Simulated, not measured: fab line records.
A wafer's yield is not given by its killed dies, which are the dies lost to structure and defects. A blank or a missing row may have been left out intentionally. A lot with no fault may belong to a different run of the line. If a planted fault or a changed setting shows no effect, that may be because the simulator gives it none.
fab line records ; flow nandHarc
[record] lots = 13; wafers = 39; lastDay = 23
route steps=1159 shown P_BONDPAD@385 A_ZERO_WELL@403 A_ONON_D1@440 A_CHANNEL_HOLE_D1@463 END@1159
lots that met no fault: from a run of the same line without faults
startH: the number of hours between the record's first day and the start of the first shown wafer of the lot ; waitH: how many hours have passed since the lot's step before this one ; " unchanged from the row above ; L1.1+2: a single row standing in for several wafers ; - either no value or no given start ; * or withheld: withheld ; < > ~ a bound
route shown NAME@n: NAME is a module with steps in the file, n the number in the route of the first one ; usual: average and standard deviation across the fault-free wafers ; same: alike in all rows ; chamber/n: place in a boat ; sites: the reading at each site ; _std_site: the standard deviation of these ; _edge_site: the outer-site mean with the inner-site mean subtracted ; radiusMm: how far each site lies from the wafer's centre ; mask NAME#n: copy n ; behind: the tool/chamber that last shaped the wafer ; hold: the reason the lot was held/the length of the hold in hours/how it ended ; device: which transistor (n, p or np) failed to switch ; end of line: tests of these same wafers at the route's end ; where a step has no rows: the recipe by itself ; killed: dies that structure and defects cost at the first sort, which is not the same as the wafer's yield ; map: shows each die of a wafer: x if killed, . if not, _ if none is there
set.NAME: the run value of the setting; set.NAME@STEP: its run value at that earlier step ; model.NAME: the simulator's own value behind a step, which no gauge read
the route's steps for a sample of lots (tables are steps, rows are wafers)
services: the hour from which a tool's chamber was out of use, counted from the record's first day as startH (under 0 if before that day), plus the number of hours and why
[[steps]]
[step NHARC_P_BONDPAD_INSPECT_23]
[usual] rawDefectCount = 353/130
lot.wafer;tool;chamber;startH;waitH;rawDefectCount
L149.1;defectInspect-02;-;136.98;0.0;307
L149.2;defectInspect-02;-;136.98;0.0;517
L149.5;defectInspect-02;-;136.98;0.0;393
L150.1;defectInspect-01;-;149.65;0.0;362
L150.4;defectInspect-01;-;149.65;0.0;588
L150.6;defectInspect-01;-;149.65;0.0;231
L151.1;defectInspect-02;-;150.06;0.0;258
L151.2;defectInspect-02;-;150.06;0.0;278
L151.6;defectInspect-02;-;150.06;0.0;409
L155.1;defectInspect-02;-;175.05;0.0;180
L155.2;defectInspect-02;-;175.05;0.0;209
L155.6;defectInspect-02;-;175.05;0.0;282
L156.1;defectInspect-02;-;181.82;0.0;333
L156.5;defectInspect-02;-;181.82;0.0;300
L156.6;defectInspect-02;-;181.82;0.0;362
L157.1;defectInspect-01;-;184.43;0.0;154
L157.3;defectInspect-01;-;184.43;0.0;219
L157.5;defectInspect-01;-;184.43;0.0;244
L158.3;defectInspect-01;-;187.15;0.0;849
L158.5;defectInspect-01;-;187.15;0.0;584
L158.6;defectInspect-01;-;187.15;0.0;527
L161.1;defectInspect-02;-;209.98;0.0;332
L161.2;defectInspect-02;-;209.98;0.0;178
L161.4;defectInspect-02;-;209.98;0.0;248
L160.1;defectInspect-01;-;211.08;0.0;241
L160.2;defectInspect-01;-;211.08;0.0;378
L160.4;defectInspect-01;-;211.08;0.0;424
L159.1;defectInspect-01;-;211.42;0.0;359
L159.3;defectInspect-01;-;211.42;0.0;309
L159.5;defectInspect-01;-;211.42;0.0;594
L162.1;defectInspect-02;-;221.34;0.0;559
L162.3;defectInspect-02;-;221.34;0.0;345
L162.4;defectInspect-02;-;221.34;0.0;536
L165.1;defectInspect-01;-;233.22;0.0;373
L165.2;defectInspect-01;-;233.22;0.0;367
L165.3;defectInspect-01;-;233.22;0.0;391
L170.1;defectInspect-02;-;262.44;0.0;315
L170.3;defectInspect-02;-;262.44;0.0;273
L170.4;defectInspect-02;-;262.44;0.0;400
[step NHARC_A_ZERO_WELL_DESCUM_12]
[recipe] timeS = 3; o2FlowSccm = 200; arFlowSccm = 0; biasPowerW = 0; chemistry = O2
[usual] drypumpMotorCurrentA = 5.7/0.54; oesProductAu = 0.997/0.0065; rfVppV = 57.9/0.88; showerheadPlenumPTorr = 1.93/0.11; throttleValvePct = 11.311/0.0087
lot.wafer;tool;chamber;startH;waitH;drypumpMotorCurrentA;oesProductAu;rfHoursCounterH;rfVppV;showerheadPlenumPTorr;throttleValvePct
L149.1;rieDiel-12;3;138.35;-;5.7;0.998;11;58.5;1.98;11.310
L149.2;rieDiel-12;1;138.35;-;5.5;1.003;7;58.3;1.99;11.313
L149.5;rieDiel-12;2;138.35;-;5.8;1.000;-;58.2;1.84;11.306
L150.4;rieDiel-03;0;151.01;-;5.2;0.988;6;57.6;1.86;11.303
L150.1;rieDiel-03;1;151.01;-;5.2;0.990;7;57.9;1.80;11.308
L150.6;rieDiel-03;1;151.01;-;5.2;0.993;-;56.6;1.80;11.323
L151.2;rieDiel-12;2;151.56;-;5.8;1.004;12;57.7;1.84;11.298
L151.1;rieDiel-12;3;151.56;-;5.7;0.978;13;59.0;1.98;11.310
L151.6;rieDiel-12;2;151.56;-;5.8;1.000;-;57.2;1.84;11.321
L155.1;rieDiel-03;2;176.53;-;5.0;1.012;6;57.4;1.80;11.318
L155.2;rieDiel-03;0;176.53;-;5.2;0.997;7;57.6;1.86;11.319
L155.6;rieDiel-03;3;176.53;-;5.4;1.001;-;57.7;2.07;11.327
L156.1;rieDiel-03;1;183.33;-;5.2;0.996;8;58.6;1.80;11.295
L156.5;rieDiel-03;2;183.33;-;5.0;1.009;-;57.8;1.80;11.306
L156.6;rieDiel-03;3;183.33;-;5.4;1.000;-;57.8;2.07;11.306
L157.1;rieDiel-10;0;185.93;-;6.3;0.988;0;59.1;2.06;11.314
L157.3;rieDiel-10;3;185.93;-;5.3;0.998;0;59.1;1.96;11.318
L157.5;rieDiel-10;0;185.93;-;6.3;1.001;-;58.2;2.06;11.312
L158.3;rieDiel-10;0;188.55;-;6.3;0.992;0;59.1;2.06;11.305
L158.5;rieDiel-10;2;188.55;-;6.4;0.990;-;58.4;2.04;11.303
L158.6;rieDiel-10;3;188.55;-;5.4;1.001;-;57.7;1.96;11.309
L161.4;rieDiel-10;1;211.48;-;5.3;0.989;3;57.6;1.79;11.299
L161.1;rieDiel-10;2;211.48;-;6.4;0.989;3;58.5;2.04;11.327
L161.2;rieDiel-10;3;211.48;-;5.4;0.998;3;58.2;1.96;11.312
L160.2;rieDiel-10;3;212.46;-;5.3;0.999;3;56.9;1.96;11.311
L160.4;rieDiel-10;1;212.46;-;5.3;0.984;3;56.6;1.79;11.302
L160.1;rieDiel-10;2;212.46;-;6.4;0.986;3;59.2;2.04;11.304
L159.1;rieDiel-03;2;212.79;-;5.0;1.003;10;57.8;1.80;11.298
L159.3;rieDiel-03;3;212.79;-;5.4;1.002;10;59.6;2.07;11.312
L159.5;rieDiel-03;2;212.79;-;5.0;1.010;-;56.5;1.80;11.308
L162.4;rieDiel-12;3;223.02;-;5.7;0.987;1;59.2;1.98;11.326
L162.1;rieDiel-12;1;223.02;-;5.4;1.000;1;57.9;1.99;11.311
L162.3;rieDiel-12;2;223.02;-;5.8;0.993;1;57.7;1.84;11.302
L165.2;rieDiel-03;3;234.68;-;5.4;1.010;0;57.7;2.07;11.297
L165.1;rieDiel-03;0;234.68;-;5.2;1.003;0;55.6;1.86;11.305
L165.3;rieDiel-03;1;234.68;-;5.2;1.002;0;57.0;1.80;11.318
L170.3;rieDiel-10;2;263.91;-;6.4;0.990;7;57.6;2.04;11.307
L170.1;rieDiel-10;0;263.91;-;6.3;1.001;7;58.5;2.06;11.306
L170.4;rieDiel-10;2;263.91;-;6.4;0.987;-;59.3;2.04;11.306
[step NHARC_A_ONON_D1_DEP_22]
[recipe] targetThkA = 10000; n2FlowSccm = 2750; n2oFlowSccm = 2000; nh3FlowSccm = 500; sih4FlowSccm = 210; tempC = 400
[usual] nh3FlowSccm = 500.2/1.6
lot.wafer;tool;chamber;startH;waitH;nh3FlowSccm
L149.1;pecvdOnon-04;0;171.41;0.1;498.8
L149.2;pecvdOnon-04;0;171.41;0.1;500.7
L149.5;pecvdOnon-04;0;171.41;0.1;499.0
L151.1;pecvdOnon-04;0;184.26;0.1;500.9
L151.2;pecvdOnon-04;0;184.26;0.1;501.1
L151.6;pecvdOnon-04;0;184.26;0.1;499.4
L150.1;pecvdOnon-03;0;184.29;0.1;501.7
L150.4;pecvdOnon-03;0;184.29;0.1;501.9
L150.6;pecvdOnon-03;0;184.29;0.1;501.0
L155.1;pecvdOnon-04;0;209.29;0.1;497.5
L155.2;pecvdOnon-04;0;209.29;0.1;500.3
L155.6;pecvdOnon-04;0;209.29;0.1;498.5
L157.1;pecvdOnon-03;0;219.36;0.1;502.8
L157.3;pecvdOnon-03;0;219.36;0.1;499.9
L157.5;pecvdOnon-03;0;219.36;0.1;500.8
L156.1;pecvdOnon-02;0;219.36;0.1;499.5
L156.5;pecvdOnon-02;0;219.36;0.1;498.4
L156.6;pecvdOnon-02;0;219.36;0.1;499.2
L158.3;pecvdOnon-04;0;219.50;0.2;502.4
L158.5;pecvdOnon-04;0;219.50;0.2;501.7
L158.6;pecvdOnon-04;0;219.50;0.2;501.3
L161.1;pecvdOnon-03;0;244.47;0.1;502.3
L161.2;pecvdOnon-03;0;244.47;0.1;504.1
L161.4;pecvdOnon-03;0;244.47;0.1;502.9
L159.1;pecvdOnon-02;0;244.62;0.1;501.1
L159.3;pecvdOnon-02;0;244.62;0.1;498.9
L159.5;pecvdOnon-02;0;244.62;0.1;501.5
L160.1;pecvdOnon-03;0;244.84;0.1;499.0
L160.2;pecvdOnon-03;0;244.84;0.1;499.5
L160.4;pecvdOnon-03;0;244.84;0.1;499.8
L162.1;pecvdOnon-04;0;257.89;0.1;502.8
L162.3;pecvdOnon-04;0;257.89;0.1;501.0
L162.4;pecvdOnon-04;0;257.89;0.1;501.5
L165.1;pecvdOnon-03;0;265.11;0.1;500.7
L165.2;pecvdOnon-03;0;265.11;0.1;500.2
L165.3;pecvdOnon-03;0;265.11;0.1;498.9
L170.1;pecvdOnon-04;0;295.10;0.1;499.6
L170.3;pecvdOnon-04;0;295.10;0.1;498.8
L170.4;pecvdOnon-04;0;295.10;0.1;498.7
[step NHARC_A_ONON_D1_THK_MEAS_24]
[recipe] thkMeasGauge = ellipsometry
[usual] thkNm = 1001/8.4
lot.wafer;tool;chamber;startH;waitH;thkNm
L149.1;filmMetro-02;-;171.92;-;990
L149.2;filmMetro-02;-;171.92;-;990
L149.5;filmMetro-02;-;171.92;-;991
L151.1;filmMetro-01;-;184.77;-;993
L151.2;filmMetro-01;-;184.77;-;995
L151.6;filmMetro-01;-;184.77;-;995
L150.1;filmMetro-02;-;184.80;-;1000
L150.4;filmMetro-02;-;184.80;-;1000
L150.6;filmMetro-02;-;184.80;-;1000
L155.1;filmMetro-02;-;209.81;-;994
L155.2;filmMetro-02;-;209.81;-;996
L155.6;filmMetro-02;-;209.81;-;996
L157.1;filmMetro-02;-;219.87;-;1004
L157.3;filmMetro-02;-;219.87;-;1005
L157.5;filmMetro-02;-;219.87;-;1006
L156.1;filmMetro-01;-;219.88;-;998
L156.5;filmMetro-01;-;219.88;-;997
L156.6;filmMetro-01;-;219.88;-;995
L158.3;filmMetro-02;-;219.90;-;994
L158.5;filmMetro-02;-;219.90;-;996
L158.6;filmMetro-02;-;219.90;-;995
L161.1;filmMetro-02;-;244.98;-;1010
L161.2;filmMetro-02;-;244.98;-;1008
L161.4;filmMetro-02;-;244.98;-;1009
L159.1;filmMetro-01;-;245.13;-;1002
L159.3;filmMetro-01;-;245.13;-;1004
L159.5;filmMetro-01;-;245.13;-;1003
L160.1;filmMetro-02;-;245.35;-;1005
L160.2;filmMetro-02;-;245.35;-;1002
L160.4;filmMetro-02;-;245.35;-;1005
L162.1;filmMetro-02;-;258.40;-;987
L162.3;filmMetro-02;-;258.40;-;986
L162.4;filmMetro-02;-;258.40;-;986
L165.1;filmMetro-01;-;265.61;-;1501
L165.2;filmMetro-01;-;265.61;-;1501
L165.3;filmMetro-01;-;265.61;-;1006
L170.1;filmMetro-02;-;295.61;-;1015
L170.3;filmMetro-02;-;295.61;-;1016
L170.4;filmMetro-02;-;295.61;-;1017
[step NHARC_A_CHANNEL_HOLE_D1_OVL_MEAS_11]
[usual] overlayXNm = 0.1/0.91; overlayYNm = -0.1/0.89
lot.wafer;tool;chamber;startH;waitH;overlayXNm;overlayYNm
L149.1;overlay-02;-;178.68;-;-0.6;-1.0
L149.2;overlay-02;-;178.68;-;-0.6;-1.3
L149.5;overlay-02;-;178.68;-;-0.7;-0.9
L151.1;overlay-02;-;190.17;-;-0.2;0.5
L151.2;overlay-02;-;190.17;-;-0.6;0.5
L151.6;overlay-02;-;190.17;-;-0.3;0.9
L150.1;overlay-01;-;190.47;-;0.1;0.4
L150.4;overlay-01;-;190.47;-;-0.2;-1.1
L150.6;overlay-01;-;190.47;-;-0.2;-0.7
L155.1;overlay-01;-;214.88;-;-0.7;0.2
L155.2;overlay-01;-;214.88;-;-0.3;0.0
L155.6;overlay-01;-;214.88;-;-0.4;0.4
L156.1;overlay-01;-;224.36;-;-0.4;1.5
L156.5;overlay-01;-;224.36;-;-0.7;1.7
L156.6;overlay-01;-;224.36;-;-0.5;1.6
L157.1;overlay-01;-;224.66;-;0.7;0.9
L157.3;overlay-01;-;224.66;-;0.3;0.7
L157.5;overlay-01;-;224.66;-;0.8;0.4
L158.3;overlay-01;-;225.74;-;-0.2;0.4
L158.5;overlay-01;-;225.74;-;-0.2;0.7
L158.6;overlay-01;-;225.74;-;-0.3;1.7
L161.1;overlay-02;-;250.00;-;0.7;-0.9
L161.2;overlay-02;-;250.00;-;1.0;-0.8
L161.4;overlay-02;-;250.00;-;1.1;-0.7
L159.1;overlay-01;-;250.17;-;-1.8;-0.9
L159.3;overlay-01;-;250.17;-;-2.3;-0.4
L159.5;overlay-01;-;250.17;-;-2.4;-0.9
L160.1;overlay-02;-;251.92;-;-0.7;-1.6
L160.2;overlay-02;-;251.92;-;0.2;-1.0
L160.4;overlay-02;-;251.92;-;-0.6;-1.1
L162.1;overlay-02;-;264.74;-;0.3;0.0
L162.3;overlay-02;-;264.74;-;0.5;0.5
L162.4;overlay-02;-;264.74;-;0.2;0.1
L165.3;overlay-01;-;270.07;-;-0.3;0.3
L170.1;overlay-02;-;300.80;-;0.2;-0.4
L170.3;overlay-02;-;300.80;-;0.1;0.4
L170.4;overlay-02;-;300.80;-;0.0;0.3
[step NHARC_END_SORT_01]
[recipe] tempC = 25
[usual] killedAtArray = 26/9.6; killedAtOther = 0.7/0.92; killedAtPeriphery = 3.8/2.7; killedDies = 31/10; killedOpen = 3.3/1.7; killedShort = 1.8/1.3
[same] grossDies = 677
lot.wafer;tool;chamber;startH;waitH;killedAtArray;killedAtOther;killedAtPeriphery;killedDies;killedOpen;killedShort
L165.1;prober-01;0;544.71;2.5;658;1;18;677;5;1
L165.2;prober-01;0;545.52;2.8;664;1;12;677;1;1
L165.3;prober-01;0;546.32;3.1;44;2;9;55;2;4
// killed by level:class
L165.1 A_ONON_D1:areaDep=625 A_CHANNEL_HOLE_D1:chamberFilmFlake=22 P_CONTACT:chamberFilmFlake=11 A_CONTACT:chamberFilmFlake=5 P_STI:chamberFilmFlake=4 A_CONTACT:geometricParticle:open=2 P_GATE:geometricParticle:open=1 P_CONTACT:geometricParticle:open=1
L165.2 A_ONON_D1:areaDep=639 A_CHANNEL_HOLE_D1:chamberFilmFlake=17 P_CONTACT:chamberFilmFlake=7 A_CONTACT:chamberFilmFlake=5 P_STI:chamberFilmFlake=4 P_M2:geometricParticle:open=1 A_CONTACT:geometricParticle:short=1 A_WL_FILL:chamberFilmFlake=1
L165.3 A_CHANNEL_HOLE_D1:chamberFilmFlake=30 P_STI:chamberFilmFlake=5 A_CONTACT:chamberFilmFlake=4 A_STAIRCASE:chamberFilmFlake=3 THIN_TSV:chamberFilmFlake=2 P_GATE:geometricParticle:open=1 P_CONTACT:geometricParticle:short=1 P_M2:geometricParticle:short=1
[[services]]
tool;chamber;startH;hours;kind
rieDiel-03;0;120.80;-;clean
rieDiel-03;1;120.80;-;clean
rieDiel-03;2;120.80;-;clean
rieDiel-03;3;120.80;-;clean
rieDiel-10;0;131.14;-;clean
rieDiel-10;1;131.14;-;clean
rieDiel-10;2;131.14;-;clean
rieDiel-10;3;131.14;-;clean
rieDiel-10;3;140.47;2.4;repair
rieDiel-03;0;145.30;-;clean
rieDiel-03;1;145.30;-;clean
rieDiel-03;2;145.30;-;clean
rieDiel-03;3;145.30;-;clean
pecvdOnon-03;-;153.04;13.0;pm
rieDiel-10;0;157.93;1.7;repair
rieDiel-10;-;176.50;9.0;pm
rieDiel-12;-;186.53;0.4;repair
rieDiel-12;-;202.45;9.0;pm
rieDiel-03;-;215.30;9.0;pm
pecvdOnon-04;-;237.00;13.0;pm
rieDiel-03;1;247.50;10.4;repair
rieDiel-10;3;260.04;15.2;repair
rieDiel-10;3;286.49;9.2;repair
pecvdOnon-02;-;292.03;13.0;pm
[[key]]
[firstSign] step = NHARC_A_ONON_D1_THK_MEAS_24; reading = thkNm; direction = up; sigmas = 59; usual = 1001; struck = 1501
[effect] step = NHARC_END_SORT_01; reading = killedAtArray; direction = up; sigmas = 66; usual = 26; struck = 661
[moreKillsBornAt] NHARC_A_ONON_D1_DEP_22@pecvdOnon-03 = 1264
metAt NHARC_A_ONON_D1_DEP_22
struckLots L165
struckWafers L165.1,L165.2
laterRowsLeftOut L165.1,L165.2
testerLeftOut L165
notActingAt NHARC_P_BONDPAD_INSPECT_23,NHARC_A_ZERO_WELL_DESCUM_12,NHARC_A_CHANNEL_HOLE_D1_OVL_MEAS_11
onsetBetween 244.84 265.11
[fault] kind = processParameterDrift; tool = pecvdOnon-03; chamber = -; onsetH = 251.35; steps = NHARC_A_ONON_D1_DEP_22; channel = targetThkA; offset = *; shape = step; endH = 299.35; scope = struckWafersOnly; actsIn = *; stated = *
// testerLeftOut: of these lots the tester's yield and bins aren't shown, on N5 and GAA mostly nor the transistor test; their killed dies are dies lost to structure and defects alone, not to doping, threshold or leakage, so they don't give the yield
// laterRowsLeftOut: the simulator's readings of these wafers behind a module that went badly wrong aren't trusted and aren't shown, but for the sort
